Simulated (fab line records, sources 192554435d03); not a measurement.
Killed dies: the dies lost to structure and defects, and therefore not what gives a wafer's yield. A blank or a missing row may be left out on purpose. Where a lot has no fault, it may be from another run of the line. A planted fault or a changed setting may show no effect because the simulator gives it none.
Which tool did it?    flow n5-finfet    Sampling: 8 lots, 24 wafers, 7 of 1938 route steps

WHAT THE GAUGES SHOWED, per wafer
N5_BEOL_M0_SAQP_INSPECT_42: inspects for defects (brightfield).
lot   measured      on                 raw-defect-count
L998  day 5 22:26   defect-inspect-02  404 312 224
L100  day 6 10:28   defect-inspect-02  225 256 221
L102  day 6 23:13   defect-inspect-01  253 302 257
L103  day 7 07:59   defect-inspect-01  268 308 265
L111  day 9 03:32   defect-inspect-01  573 242 573
L115  day 11 02:11  defect-inspect-01  332 396 434
L118  day 11 02:55  defect-inspect-01  723 444 438
L119  day 11 06:46  defect-inspect-01  364 290 256

N5_BEOL_M0_CUTY_INSPECT_59: inspects for defects (macro).
lot   measured      on                 raw-defect-count
L998  day 5 23:43   defect-inspect-01  4 3 2
L100  day 6 11:56   defect-inspect-02  2 4 2
L102  day 7 00:37   defect-inspect-02  4 2 3
L103  day 7 09:47   defect-inspect-01  3 2 1
L111  day 9 04:57   defect-inspect-01  283 1 278
L115  day 11 03:34  defect-inspect-01  1 5 2
L118  day 11 04:23  defect-inspect-01  3 6 1
L119  day 11 08:10  defect-inspect-01  0 3 4

N5_BEOL_M4_RC_MEAS_101.
lot   measured      on         DIBL_N (mV/V)   DIBL_P (mV/V)   IOFF_N (nA/um)  IOFF_P (nA/um)  ION_N (uA/um)  ION_P (uA/um)  SS_N (mV/dec)   SS_P (mV/dec)   VT_N (mV)    VT_P (mV)
L998  day 8 09:34   prober-02  37.8 34.9 38.9  36.7 33.9 38.6  0.16 0.13 0.19  0.19 0.17 0.23  666 677 688    450 462 463    71.9 69.7 71.8  73.9 73.0 73.7  249 252 248  -254 -255 -251
L100  day 9 05:10   prober-01  35.7 36.3 37.7  36.9 38.2 40.2  0.18 0.17 0.23  0.19 0.19 0.24  677 667 700    453 456 467    71.6 71.6 72.0  73.4 73.1 73.6  243 253 244  -254 -253 -250
L102  day 9 11:35   prober-01  36.2 39.3 36.2  37.8 41.7 38.4  0.16 0.21 0.15  0.20 0.29 0.20  681 692 676    464 469 463    72.4 73.0 71.3  72.9 74.6 72.4  250 247 249  -251 -248 -251
L103  day 9 13:09   prober-02  38.0 39.4 34.8  36.7 38.2 32.6  0.21 0.22 0.13  0.23 0.24 0.16  690 699 684    468 469 462    71.7 72.1 71.1  73.6 74.7 72.6  246 249 253  -250 -248 -253
L111  day 11 14:02  prober-02  39.4 34.7 35.5  41.1 32.9 35.6  0.25 0.14 0.15  0.29 0.15 0.20  703 672 670    478 454 461    72.8 71.4 71.3  74.9 72.9 72.9  243 250 250  -244 -255 -252
L115  day 12 20:48  prober-02  34.6 30.4 39.2  34.2 29.0 40.9  0.13 0.08 0.25  0.19 0.12 0.31  664 636 695    457 441 474    70.7 69.9 71.6  73.0 71.5 74.1  252 259 242  -251 -257 -244
L118  day 13 03:29  prober-01  37.4 39.8 38.5  36.0 41.2 37.6  0.18 0.25 0.21  0.20 0.31 0.23  687 707 683    459 480 460    71.9 73.3 72.8  73.4 74.3 73.8  249 244 247  -252 -249 -250
L119  day 13 10:34  prober-01  33.4 37.3 35.5  34.3 39.2 37.2  0.12 0.20 0.15  0.17 0.25 0.22  671 687 670    460 468 466    70.6 71.6 71.4  73.1 73.7 73.1  256 246 251  -255 -250 -250

EACH LOT AND THE TOOL THAT RAN IT (in order: tool; ch and the chambers of the sampled wafers; start)
lot   N5_BEOL_M0_SAQP_ETCH_84             N5_BEOL_M0_SAQP_SPACER2_ETCHBACK_27  N5_BEOL_M0_SAQP_ETCH_73             N5_BEOL_M0_SAQP_ALD_48
L998  rie-diel-02 ch 0,1, day 5 18:05     rie-diel-03 ch 1,2,3, day 5 21:43    rie-diel-02 ch 1,2, day 5 22:31     ald-sin-03 ch 0,1,2, day 5 22:46
L100  rie-diel-01 ch 0,2,3, day 6 06:32   rie-diel-03 ch 0,2, day 6 09:44      rie-diel-03 ch 0,1,2, day 6 10:33   ald-sin-01 ch 0,2,3, day 6 10:47
L102  rie-diel-01 ch 0,1,2, day 6 18:37   rie-diel-03 ch 2,3, day 6 22:30      rie-diel-01 ch 1,3, day 6 23:19     ald-sin-01 ch 0,1,2, day 6 23:32
L103  rie-diel-01 ch 1,2, day 7 03:37     rie-diel-03 ch 2,3, day 7 07:23      rie-diel-01 ch 2,3, day 7 08:04     ald-sin-01 ch 0,2,3, day 7 08:46
L111  rie-diel-01 ch 0,2, day 8 23:08     rie-diel-03 ch 0,2,3, day 9 02:50    rie-diel-03 ch 1,2, day 9 03:38     ald-sin-01 ch 1,2,3, day 9 03:52
L115  rie-diel-02 ch 0,1,3, day 10 20:30  rie-diel-02 ch 0,1,2, day 11 01:26   rie-diel-03 ch 0,1,3, day 11 02:16  ald-sin-01 ch 0,2,3, day 11 02:30
L118  rie-diel-03 ch 1,2,3, day 10 20:59  rie-diel-01 ch 0,2, day 11 02:12     rie-diel-03 ch 0,2,3, day 11 03:00  ald-sin-02 ch 1,2,3, day 11 03:19
L119  rie-diel-02 ch 0,2,3, day 11 02:32  rie-diel-02 ch 0,1,3, day 11 06:10   rie-diel-02 ch 0,1,2, day 11 06:51  ald-sin-02 ch 0,1,3, day 11 07:05
- N5_BEOL_M0_SAQP_ETCH_84: etches SOC in N2/H2, target depth 100 nm, overetch 20 nm, time 150 s.
- N5_BEOL_M0_SAQP_SPACER2_ETCHBACK_27: etches SiO2 in CHF3/O2, target depth 22.5 nm, time 11.25 s.
- N5_BEOL_M0_SAQP_ETCH_73: etches SiARC in CF4, target depth 19.5 nm, time 32.5 s.
- N5_BEOL_M0_SAQP_ALD_48: deposits SiO2, target thk 20 nm, pulse time 1 s, co reactant pulse time 1 s.

AS READ BY THE TOOLS THEMSELVES (means over the sampled wafers that have a number; for cases with no such wafer, the mark the record gives instead)
N5_BEOL_M0_SAQP_ETCH_84.
lot   tool         drypump-motor-current-A (A)  oes-product-au (a.u.)  rf-vpp-V (V)  showerhead-plenum-p-Torr (Torr)  throttle-valve-pct (%)
L998  rie-diel-02  5.8                          0.65                   522.4         2.49                             18.12
L100  rie-diel-01  5.7                          0.69                   525.1         2.59                             17.96
L102  rie-diel-01  5.4                          0.69                   525.9         2.59                             17.98
L103  rie-diel-01  5.6                          0.67                   523.4         2.54                             18.01
L111  rie-diel-01  5.3                          0.73                   524.9         2.61                             18.14
L115  rie-diel-02  5.8                          0.70                   523.1         2.51                             18.07
L118  rie-diel-03  6.2                          0.69                   525.5         2.57                             17.80
L119  rie-diel-02  5.9                          0.70                   525.2         2.59                             18.07

N5_BEOL_M0_SAQP_SPACER2_ETCHBACK_27.
lot   tool         O2_flow_sccm (sccm)  drypump-motor-current-A (A)  oes-product-au (a.u.)  rf-vpp-V (V)  showerhead-plenum-p-Torr (Torr)  throttle-valve-pct (%)
L998  rie-diel-03  5.004                6.2                          0.81                   524           2.45                             18.86
L100  rie-diel-03  4.999                6.2                          0.75                   515           2.47                             18.73
L102  rie-diel-03  4.998                6.5                          0.85                   528           2.51                             18.73
L103  rie-diel-03  4.996                6.5                          0.79                   530           2.46                             18.80
L111  rie-diel-03  4.976                6.4                          0.77                   523           2.48                             18.75
L115  rie-diel-02  4.996                5.9                          0.80                   521           2.41                             18.92
L118  rie-diel-01  5.007                5.2                          0.76                   519           2.47                             18.97
L119  rie-diel-02  4.996                5.8                          0.78                   531           2.37                             19.02

N5_BEOL_M0_SAQP_ETCH_73.
lot   tool         drypump-motor-current-A (A)  etch-rf-on-time-s (s)  oes-product-au (a.u.)  rf-vpp-V (V)  showerhead-plenum-p-Torr (Torr)  throttle-valve-pct (%)
L998  rie-diel-02  5.9                          32.3                   0.64                   183.5         2.18                             15.79
L100  rie-diel-03  6.1                          33.1                   0.64                   184.7         2.17                             15.65
L102  rie-diel-01  6.1                          33.9                   0.58                   183.7         2.10                             15.63
L103  rie-diel-01  5.7                          32.3                   0.69                   184.5         2.14                             15.69
L111  rie-diel-03  5.9                          33.3                   0.62                   183.2         2.13                             15.81
L115  rie-diel-03  6.1                          33.9                   0.66                   183.9         2.19                             15.60
L118  rie-diel-03  6.4                          33.4                   0.65                   184.9         2.20                             15.53
L119  rie-diel-02  5.9                          32.2                   0.68                   184.4         2.15                             15.67

N5_BEOL_M0_SAQP_ALD_48.
lot   tool        heater-power-outer-w (W)  heater-power-w (W)  precursor-pulse-height-rel
L998  ald-sin-03  40                        74                  1.011
L100  ald-sin-01  40                        75                  0.984
L102  ald-sin-01  39                        74                  0.986
L103  ald-sin-01  40                        75                  1.014
L111  ald-sin-01  40                        74                  1.024
L115  ald-sin-01  40                        74                  0.994
L118  ald-sin-02  45                        87                  0.987
L119  ald-sin-02  47                        91                  0.991

THE ANSWER, worked out from the rows above alone
Rule: usual is defined by the lots themselves. Put in order of their means at a reading, lots are off if they are a third of the lots or fewer, leave a main group of 4 or more, and stand apart from it by a gap of 3 or more times the standard deviation of the main group's means; of several such gaps the widest counts. A main group whose means are all the same, to the digits that the tables above print for the reading, isn't used. Also off: a lot with no number at a reading for which 4 or more lots have one. All remaining lots with rows at the step are treated as sound. The gauges are gone through in route order, then the tools' own readings, and for those a lot's mean is taken as printed above. The first step at which some lot is off is used, and at that step the reading that is off furthest; a lot without a number counts as furthest.
Off, at N5_BEOL_M0_CUTY_INSPECT_59 on raw-defect-count: L111. Mean 2.7 and standard deviation 0.42 in the main group.
If a tool, at a process step before that reading, ran all the lots that are off and no sound lot after the first of them, it fits. The gauges at N5_BEOL_M0_CUTY_INSPECT_59 aren't tried: what is off there is off at N5_BEOL_M0_SAQP_SPACER2_ETCHBACK_27 too, on other tools, and a gauge's error can't cause that. Undecided on this evidence; 2 tools fit (rie-diel-01 at N5_BEOL_M0_SAQP_ETCH_84, rie-diel-03 at N5_BEOL_M0_SAQP_SPACER2_ETCHBACK_27).

WHAT THE SIMULATOR PUT IN
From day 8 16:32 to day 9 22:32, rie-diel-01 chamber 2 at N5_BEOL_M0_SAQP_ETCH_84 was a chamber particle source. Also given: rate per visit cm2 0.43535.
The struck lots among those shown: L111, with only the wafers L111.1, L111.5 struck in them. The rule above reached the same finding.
